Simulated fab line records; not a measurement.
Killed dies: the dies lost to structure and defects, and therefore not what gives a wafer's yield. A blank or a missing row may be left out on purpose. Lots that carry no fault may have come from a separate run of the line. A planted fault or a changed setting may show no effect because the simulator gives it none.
Split-lot study / flow n5_finfet / on a route of 1938 steps: 7 lots, 21 wafers read

== THE SPLIT ITSELF ==
At N5_BEOL_M6_COAT_64 (time 60 s, resist thk 12 nm), the setting spin_rpm was moved away from the recipe's 1500 rpm on 6 of the 21 wafers read, by -6.1% to +10.7%. All remaining wafers had this setting at the recipe value.

== FROM THE SPLIT TO THE READING: what the file shows between them, 4 steps ==
- N5_BEOL_M6_COAT_71: time 60 s, resist thk 5 nm
- N5_BEOL_M6_COAT_22: resist thk 30 nm
- N5_BEOL_M6_DESCUM_33: chemistry O2, time 7 s
- N5_BEOL_M6_ETCH_72: etches underlayer in N2/H2, target depth 6.5 nm, time 5.2 s

== THE READING ==
etch.depth_nm (the simulator's own value, which no gauge read), in nm, at N5_BEOL_M6_ETCH_65 (etches SiARC in CF4, target depth 15.6 nm, time 26 s). The file does not state a usual value for it. Here, 15 wafers ran the recipe; their average is 12.01 nm with a standard deviation of 0.029 nm.

wafer=L076.2; tool, chamber at the split=litho_track-02, 0; spin_rpm as run, rpm=1500; against the recipe=recipe; etch.depth_nm, nm=11.99; against lot-mates on the recipe=-
wafer=L076.3; tool, chamber at the split=litho_track-02, 0; spin_rpm as run, rpm=1436; against the recipe=-4.3%; etch.depth_nm, nm=12.24; against lot-mates on the recipe=+0.26
wafer=L076.4; tool, chamber at the split=litho_track-02, 0; spin_rpm as run, rpm=1500; against the recipe=recipe; etch.depth_nm, nm=11.96; against lot-mates on the recipe=-
wafer=L079.1; tool, chamber at the split=litho_track-03, 0; spin_rpm as run, rpm=1500; against the recipe=recipe; etch.depth_nm, nm=11.99; against lot-mates on the recipe=-
wafer=L079.3; tool, chamber at the split=litho_track-03, 0; spin_rpm as run, rpm=1500; against the recipe=recipe; etch.depth_nm, nm=12.01; against lot-mates on the recipe=-
wafer=L079.5; tool, chamber at the split=litho_track-03, 0; spin_rpm as run, rpm=1561; against the recipe=+4.1%; etch.depth_nm, nm=11.79; against lot-mates on the recipe=-0.21
wafer=L078.1; tool, chamber at the split=litho_track-02, 0; spin_rpm as run, rpm=1500; against the recipe=recipe; etch.depth_nm, nm=12.03; against lot-mates on the recipe=-
wafer=L078.2; tool, chamber at the split=litho_track-02, 0; spin_rpm as run, rpm=1500; against the recipe=recipe; etch.depth_nm, nm=12; against lot-mates on the recipe=-
wafer=L078.5; tool, chamber at the split=litho_track-02, 0; spin_rpm as run, rpm=1500; against the recipe=recipe; etch.depth_nm, nm=12.06; against lot-mates on the recipe=-
wafer=L080.3; tool, chamber at the split=litho_track-04, 0; spin_rpm as run, rpm=1500; against the recipe=recipe; etch.depth_nm, nm=12.04; against lot-mates on the recipe=-
wafer=L080.5; tool, chamber at the split=litho_track-04, 0; spin_rpm as run, rpm=1409; against the recipe=-6.1%; etch.depth_nm, nm=12.45; against lot-mates on the recipe=+0.41
wafer=L080.6; tool, chamber at the split=litho_track-04, 0; spin_rpm as run, rpm=1500; against the recipe=recipe; etch.depth_nm, nm=12.03; against lot-mates on the recipe=-
wafer=L085.2; tool, chamber at the split=litho_track-03, 0; spin_rpm as run, rpm=1661; against the recipe=+10.7%; etch.depth_nm, nm=11.42; against lot-mates on the recipe=-0.62
wafer=L085.4; tool, chamber at the split=litho_track-03, 0; spin_rpm as run, rpm=1500; against the recipe=recipe; etch.depth_nm, nm=12.04; against lot-mates on the recipe=-
wafer=L085.5; tool, chamber at the split=litho_track-03, 0; spin_rpm as run, rpm=1500; against the recipe=recipe; etch.depth_nm, nm=12.03; against lot-mates on the recipe=-
wafer=L087.1; tool, chamber at the split=litho_track-04, 0; spin_rpm as run, rpm=1500; against the recipe=recipe; etch.depth_nm, nm=12.02; against lot-mates on the recipe=-
wafer=L087.2; tool, chamber at the split=litho_track-04, 0; spin_rpm as run, rpm=1500; against the recipe=recipe; etch.depth_nm, nm=12.05; against lot-mates on the recipe=-
wafer=L087.6; tool, chamber at the split=litho_track-04, 0; spin_rpm as run, rpm=1609; against the recipe=+7.3%; etch.depth_nm, nm=11.68; against lot-mates on the recipe=-0.36
wafer=L091.1; tool, chamber at the split=litho_track-02, 0; spin_rpm as run, rpm=1500; against the recipe=recipe; etch.depth_nm, nm=11.99; against lot-mates on the recipe=-
wafer=L091.2; tool, chamber at the split=litho_track-02, 0; spin_rpm as run, rpm=1607; against the recipe=+7.1%; etch.depth_nm, nm=11.6; against lot-mates on the recipe=-0.38
wafer=L091.4; tool, chamber at the split=litho_track-02, 0; spin_rpm as run, rpm=1500; against the recipe=recipe; etch.depth_nm, nm=11.97; against lot-mates on the recipe=-

FIT RESULTS
A straight line over all 21 wafers: etch.depth_nm changes by -0.0565 nm for each +1% of spin_rpm; r = -0.99; the points scatter about the line by 0.037 nm.
The same after taking each lot's own level away (the mean of its wafers on the recipe; 21 wafers): -0.0571 nm for each +1%; r = -0.99; scatter 0.024 nm.
On that fit, the largest move of spin_rpm shifts the reading by 0.61 nm.
The lots' own levels span 11.975 to 12.035 nm, that is 2.1 times the standard deviation above.
Consequently the slope shifts little with the lot-to-lot level, the two slopes agreeing.
Check: for one of the wafers moved furthest among these (+10.7%), held out of the fit, the line's prediction against its lot-mates is -0.595 nm. It came out at -0.615 nm against them.

== THE WHOLE CHAIN: every reading that the file lists as answering this split, in the file's order ==
step=N5_BEOL_M6_COAT_64; what it does=time 60 s, resist thk 12 nm; reading=SiARC_of_BEOL_M6_COAT_64.thk_nm (the simulator's own value, which no gauge read); change (the file's fit)=-0.0561 nm for each +1% of the setting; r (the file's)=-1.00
step=N5_BEOL_M6_ETCH_65; what it does=etches SiARC in CF4, target depth 15.6 nm, time 26 s; reading=etch.depth_nm (the simulator's own value, which no gauge read); change (the file's fit)=-0.0566 nm for each +1% of the setting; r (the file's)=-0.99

== FILE'S OWN FIT ==
etch.depth_nm changes by -0.0566 nm for each +1% of spin_rpm, r = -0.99.
